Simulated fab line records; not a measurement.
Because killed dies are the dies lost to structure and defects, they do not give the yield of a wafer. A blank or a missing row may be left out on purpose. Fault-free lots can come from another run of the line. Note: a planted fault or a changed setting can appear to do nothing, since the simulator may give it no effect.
Comparing a struck lot with a sound one / flow nand-harc / 15 out of 1159 route steps
Sound: wafers L357.2, L357.4, L357.6. The struck wafers were L351.1, L351.3, L351.6. Last of all comes the cause.
Each step with rows lists, per side, the tool, then ch with its chambers, then its first start. Under that, the readings that differ: sound wafers / struck wafers / difference of the means / sigmas: that difference in standard deviations of wafers without a fault.
alike: a reading whose means differ by less than 2 such deviations, as well as words and numbers matching on both sides. not compared: withheld readings; readings where some wafer has no value; bounds like >300 that might hide an equal value; numbers whose values overlap and for which the record gives no deviation.
A row with sigmas, a row that says differs or no value, or rows on one side alone: a step with any of these is where the two part. Non-overlapping numbers with no deviation appear without sigmas and do not part them. A reading that every wafer of one side lacks parts them only if that side has two wafers or more.

first, 9 steps without rows for these wafers: NHARC_P_ZERO_WELL_STRIP_15 (strips in SPM, time 900 s); NHARC_P_ZERO_WELL_DEHYDRATE_16 (time 120 s); NHARC_P_ZERO_WELL_HMDS_17 (time 30 s); NHARC_P_ZERO_WELL_COAT_18; NHARC_P_ZERO_WELL_SOFTBAKE_19 (time 95 s); NHARC_P_ZERO_WELL_EBR_20; NHARC_P_ZERO_WELL_EXPOSE_21 (exposes mask P NWELL, target cd 720 nm); NHARC_P_ZERO_WELL_PEB_22 (peb time 85 s); NHARC_P_ZERO_WELL_DEVELOP_23 (time 70 s).
NHARC_P_ZERO_WELL_CD_MEAS_24: the cd target is 720 nm.
  sound on cd-sem-01 ch 0, day 6 08:35; struck on cd-sem-03 ch 0, day 4 20:36
  alike: cd-nm
then, 1 step without rows for these wafers: NHARC_P_ZERO_WELL_HARDBAKE_25 (time 80 s).
NHARC_P_ZERO_WELL_DESCUM_26: chemistry O2, time 3 s.
  sound on rie-diel-11 ch 0,1,2, day 6 08:45; struck on rie-diel-01 ch 1,3, day 4 20:46
  alike: drypump-motor-current-A, oes-product-au, rf-vpp-V, showerhead-plenum-p-Torr, throttle-valve-pct
  not compared: rf-hours-counter-h
NHARC_P_ZERO_WELL_IMPLANT_27:
  sound on implanter-01 ch 0, day 6 08:55; struck on implanter-01 ch 0, day 4 21:20
  alike: dose-ions-cm2
following that, these wafers have no rows for 1 step: NHARC_P_ZERO_WELL_IMPLANT_57.
-- record jumps: 18 days between struck wafers' starts before vs after; left off in module P_ZERO_WELL, resumes in module END, first step shown is number 1159 of the route --
NHARC_END_SORT_01:
  sound on prober-02 ch 0, day 24 06:59; struck on prober-02 ch 0, day 22 16:35
  alike: killed-at-array, killed-at-other, killed-at-periphery, killed-dies, killed-open, killed-short

WHERE THEY PART
Nowhere in this record.

WHY: what had been put in by the simulator
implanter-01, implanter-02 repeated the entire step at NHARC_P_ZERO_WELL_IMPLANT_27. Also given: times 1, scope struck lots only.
